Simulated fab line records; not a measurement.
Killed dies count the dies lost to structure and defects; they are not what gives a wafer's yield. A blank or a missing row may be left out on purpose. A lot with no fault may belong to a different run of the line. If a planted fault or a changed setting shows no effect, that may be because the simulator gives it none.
The same fault as seen by 2 desks / flow n5Finfet / every desk sees just its own numbers, and what lay behind them comes last

== TOOL OWNER'S DESK, rieDiel-03 ==
The tool's own readings at N5_BEOL_M0_TRENCH_ETCH_107 (etches SiOC in C4F6/O2, target depth 32.8 nm, time 16.4 s): means of the sampled wafers that have a number, for each lot that ran on this tool. Any lot whose mean is over 4 standard deviations away from the usual mean is out of limits and marked OUT; that distance is given in the brackets. Shown are 7 of the 10 readings it has, namely the first that went out of limits plus those furthest out on some lot.
Columns: A = O2_flow_sccm at N5_BEOL_M0_TRENCH_ETCH_107, usual 9.997 sccm; B = oes_ar_750_au at N5_BEOL_M0_TRENCH_ETCH_107, usual 0.81 a.u.; C = oes_f_703_au at N5_BEOL_M0_TRENCH_ETCH_107, usual 0.81 a.u.; D = oes_o_777_au at N5_BEOL_M0_TRENCH_ETCH_107, usual 0.81 a.u.; E = rfFwdPowerW at N5_BEOL_M0_TRENCH_ETCH_107, usual 349.0 W; F = rfVppV at N5_BEOL_M0_TRENCH_ETCH_107, usual 666 V; G = throttleValvePct at N5_BEOL_M0_TRENCH_ETCH_107, usual 20.79 %
lot=L933; first seen here=day 6 05:33; A=10.010; B=0.86; C=0.85; D=0.85; E=349.3; F=669; G=20.55
lot=L934; first seen here=day 6 09:02; A=9.991; B=0.81; C=0.81; D=0.80; E=349.7; F=669; G=20.57
lot=L941; first seen here=day 8 06:37; A=9.999; B=0.83; C=0.83; D=0.83; E=348.6; F=669; G=20.56
lot=L944; first seen here=day 8 23:35; A=10.038; B=0.91; C=1.04; D=1.01; E=435.3 (+51) OUT; F=603 (-4.5) OUT; G=20.36
lot=L947; first seen here=day 9 18:17; A=9.984; B=0.92; C=1.03; D=1.02; E=433.3 (+50) OUT; F=606 (-4.3) OUT; G=20.51
Finding of this desk: L944, L947 out of limits; the first was L944 at day 8 23:35, on rfFwdPowerW at N5_BEOL_M0_TRENCH_ETCH_107. Within limits: L933, L934, L941.

== THE METROLOGY DESK ==
Lot by lot, what the gauges showed, no matter which tool ran the lot: averages of those sampled wafers that carry a number. Any lot whose mean is over 4 standard deviations away from the usual mean is out of limits and marked OUT; that distance is given in the brackets. Shown are 7 of the 11 readings it has, namely the first that went out of limits plus those furthest out on some lot.
Columns: A = trenchDepthNm at N5_BEOL_M0_OCD_MEAS_108, usual 32.5 nm; B = DIBL_N at N5_BEOL_M4_RC_MEAS_101, usual 36.0 mV/V; C = DIBL_P at N5_BEOL_M4_RC_MEAS_101, usual 36.0 mV/V; D = IOFF_N at N5_BEOL_M4_RC_MEAS_101, usual 0.155 nA/um; E = IOFF_P at N5_BEOL_M4_RC_MEAS_101, usual 0.20 nA/um; F = ION_N at N5_BEOL_M4_RC_MEAS_101, usual 672 uA/um; G = ION_P at N5_BEOL_M4_RC_MEAS_101, usual 461 uA/um
lot=L933; first seen here=day 6 05:39; A=33.1; B=35.1; C=34.1; D=0.118; E=0.18; F=664; G=461
lot=L934; first seen here=day 6 09:08; A=33.1; B=35.5; C=35.3; D=0.158; E=0.22; F=667; G=460
lot=L935; first seen here=day 6 13:49; A=33.0; B=39.1; C=39.8; D=0.208; E=0.27; F=694; G=473
lot=L939; first seen here=day 8 06:20; A=32.4; B=37.3; C=37.8; D=0.178; E=0.23; F=670; G=457
lot=L941; first seen here=day 8 06:44; A=32.7; B=35.4; C=36.6; D=0.148; E=0.21; F=675; G=467
lot=L944; first seen here=day 8 23:41; A=35.4 (+4.4) OUT; B=35.8; C=35.8; D=0.160; E=0.20; F=671; G=462
lot=L947; first seen here=day 9 18:23; A=35.3 (+4.2) OUT; B=35.5; C=37.0; D=0.151; E=0.20; F=679; G=464
lot=L955; first seen here=day 11 22:40; A=32.4; B=37.1; C=35.7; D=0.166; E=0.22; F=669; G=458
lot=L954; first seen here=day 12 01:58; A=32.6; B=33.5; C=33.7; D=0.129; E=0.17; F=672; G=459
Finding of this desk: L944, L947 out of limits; the first was L944 at day 8 23:41, on trenchDepthNm at N5_BEOL_M0_OCD_MEAS_108. Within limits: L933, L934, L935, L939, L941, L955, L954.

== ALL TOGETHER ==
An alarm could have come from the tool owner's desk at day 8 23:35, on L944, L947.
Metrology desk: alarm possible at day 8 23:41 on L944, L947.
N5_BEOL_M0_TRENCH_ETCH_107 was run on rieDiel-03 by each of the lots named.

== WHAT WAS PUT IN BY THE SIMULATOR ==
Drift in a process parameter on rieDiel-03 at N5_BEOL_M0_TRENCH_ETCH_107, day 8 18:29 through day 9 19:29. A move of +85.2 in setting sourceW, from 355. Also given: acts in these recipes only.
Shown lots that were struck: L944, L947.
Hours from the fault's start to each desk's first reading out of limits: the tool owner's desk, 5; the metrology desk, 5.
